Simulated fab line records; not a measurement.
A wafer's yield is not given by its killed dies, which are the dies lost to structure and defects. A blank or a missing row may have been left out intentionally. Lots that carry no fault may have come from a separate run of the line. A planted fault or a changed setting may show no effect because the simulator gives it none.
Which tool did it?    flow n5 finfet    Sampling: 11 lots, 33 wafers, 2 of 1938 route steps

WHAT EACH GAUGE READ, for each wafer
N5_HKMG_FIN_CD_MEAS_49: the cd target is 202 nm.
lot   measured     on         cd nm (nm)
L075  day 4 05:37  cd sem-03  203.3 201.8 202.3
L077  day 4 18:07  cd sem-02  200.9 201.1 201.9
L079  day 5 06:27  cd sem-02  201.2 201.9 201.6
L081  day 5 18:34  cd sem-02  201.2 201.9 202.3
L083  day 6 13:21  cd sem-01  202.5 202.5 202.3
L086  day 7 02:36  cd sem-03  201.9 202.0 202.9
L087  day 7 11:49  cd sem-02  201.7 201.1 202.1
L090  day 8 10:08  cd sem-03  201.6 200.7 201.7
L092  day 8 15:06  cd sem-03  202.0 201.1 201.4
L095  day 9 09:02  cd sem-02  202.4 201.9 201.8
L097  day 9 21:29  cd sem-03  201.7 202.0 202.2

EACH LOT AND THE TOOL THAT RAN IT (in order: tool; ch and the chambers of the sampled wafers; start)
lot   N5_DUMMY_REMOVAL_HM_STRIP_01
L075  rie diel-03 ch 2,3, day 4 04:03
L077  rie diel-03 ch 1,3, day 4 16:45
L079  rie diel-03 ch 0,1,3, day 5 04:56
L081  rie diel-02 ch 2,3, day 5 17:12
L083  rie diel-02 ch 0,2,3, day 6 08:34
L086  rie diel-01 ch 0,1,2, day 7 01:14
L087  rie diel-01 ch 2,3, day 7 10:01
L090  rie diel-03 ch 0,1,3, day 8 08:23
L092  rie diel-03 ch 1,3, day 8 13:19
L095  rie diel-03 ch 2,3, day 9 07:32
L097  rie diel-03 ch 0,2,3, day 9 19:52
- N5_DUMMY_REMOVAL_HM_STRIP_01: strips SiNx in CH3F/O2, stops on poly-Si, target depth 4 nm, time 6.8 s.

THE ANSWER, worked out from the rows above alone
Rule: the lots themselves supply what counts as usual. Put in order of their means at a reading, lots are off if they are a third of the lots or fewer, leave a main group of 4 or more, and stand apart from it by a gap of 3 or more times the standard deviation of the main group's means; of several such gaps the widest counts. Not used: any main group whose means are identical at the precision the tables above print for the reading. A lot without any number at a reading at which 4 lots or more have one is off too. All remaining lots with rows at the step are treated as sound.
Across all readings shown, no lot is off: no conclusion can be drawn from this.

WHAT THE SIMULATOR PUT IN
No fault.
